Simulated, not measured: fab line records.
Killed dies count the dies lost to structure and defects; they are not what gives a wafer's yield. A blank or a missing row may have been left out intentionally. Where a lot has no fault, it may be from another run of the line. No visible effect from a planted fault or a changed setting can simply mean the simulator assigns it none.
Chamber matching -- flow n5 finfet -- ald sin-04 running N5_MOL_CONTACT_COAG_ALD_133: 4 sister chambers
The step deposits SiO2, target thk 5 nm, pulse time 1 s, co reactant pulse time 1 s. 4 wafers are shown with their chamber, then 12 later ones without.

== EACH WAFER AND ITS CHAMBER ==
wafer,chamber,heater power w (W)
L085.1,1,75
L086.3,2,77
L087.5,0,91
L087.6,3,65

== WAFERS MISSING THEIR CHAMBER ==
wafer,heater power w (W)
L090.1,80
L090.2,92
L090.5,76
L093.1,65
L093.4,75
L093.6,76
L096.1,65
L096.3,90
L096.5,90
L097.3,91
L097.4,77
L097.6,65

== CHAMBER TAKEN BY EACH ==
wafer,from the rows above,in truth
L090.1,can't be placed: 2 or 1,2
L090.2,0,0
L090.5,can't be placed: 1 or 2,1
L093.1,3,3
L093.4,can't be placed: 1 or 2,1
L093.6,can't be placed: 1 or 2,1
L096.1,3,3
L096.3,0,0
L096.5,0,0
L097.3,0,0
L097.4,can't be placed: 2 or 1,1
L097.6,3,3
Placed correctly: 7 of 12. These rows do not allow placing 5 (true chamber among the candidates in 5). 0 placed wrongly.
How it was worked out, from the rows above alone: a wafer's distance from a chamber is the root of the sum, over the readings, of the square of ((its reading less the chamber's mean) divided by the reading's scatter). The wafer belongs to the nearest chamber; if the next one is less than 2 further off, it can't be placed. Each chamber's mean is taken over the wafers shown for it. The scatter: with one shown wafer a chamber, the root of the mean of the squares of how far each hidden wafer lies from its nearest shown one.
